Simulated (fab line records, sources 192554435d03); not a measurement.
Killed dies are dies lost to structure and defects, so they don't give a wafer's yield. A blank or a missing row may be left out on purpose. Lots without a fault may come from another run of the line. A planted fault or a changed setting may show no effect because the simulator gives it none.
Chamber matching | flow n5_finfet | N5_BEOL_M1_ETCH_64 on rie_diel-03: 4 sister chambers
The step etches SOC in N2/H2, target depth 75 nm, overetch 15 nm, time 112.5 s. 7 wafers are shown with their chamber, then 9 later ones without.

WAFERS WITH THEIR CHAMBER
wafer  | chamber | throttle_valve_pct (%) | drypump_motor_current_A (A)
L079.4 | 3       | 17.5                   | 6.7
L081.4 | 2       | 17.7                   | 5.8
L082.1 | 1       | 18.2                   | 6.0
L082.2 | 3       | 17.5                   | 6.6
L083.3 | 0       | 17.5                   | 4.9
L083.5 | 1       | 18.3                   | 6.0
L083.6 | 0       | 17.5                   | 4.9

WAFERS WITHOUT THEIR CHAMBER
wafer  | throttle_valve_pct (%) | drypump_motor_current_A (A)
L089.1 | 17.6                   | 4.9
L089.2 | 18.3                   | 6.0
L089.3 | 17.5                   | 6.6
L090.3 | 17.5                   | 6.6
L090.4 | 17.7                   | 5.8
L090.6 | 18.3                   | 6.0
L093.1 | 17.5                   | 6.6
L093.5 | 18.3                   | 6.1
L093.6 | 17.6                   | 4.9

WHICH CHAMBER EACH WENT THROUGH
wafer  | from the rows above | in truth
L089.1 | 0                   | 0
L089.2 | 1                   | 1
L089.3 | 3                   | 3
L090.3 | 3                   | 3
L090.4 | 2                   | 2
L090.6 | 1                   | 1
L093.1 | 3                   | 3
L093.5 | 1                   | 1
L093.6 | 0                   | 0
Placed correctly: 9 of 9. Can't be placed from these rows: 0. Placed wrongly: 0.
How it was worked out, from the rows above alone: a wafer's distance from a chamber is the root of the sum, over the readings, of the square of ((its reading less the chamber's mean) divided by the reading's scatter). The wafer belongs to the nearest chamber; if the next one is less than 2 further off, it can't be placed. A chamber's mean is the mean of its shown wafers. The scatter: the root of (the sum of the squares of (reading less its chamber's mean) over the shown wafers, divided by (wafers less chambers)).
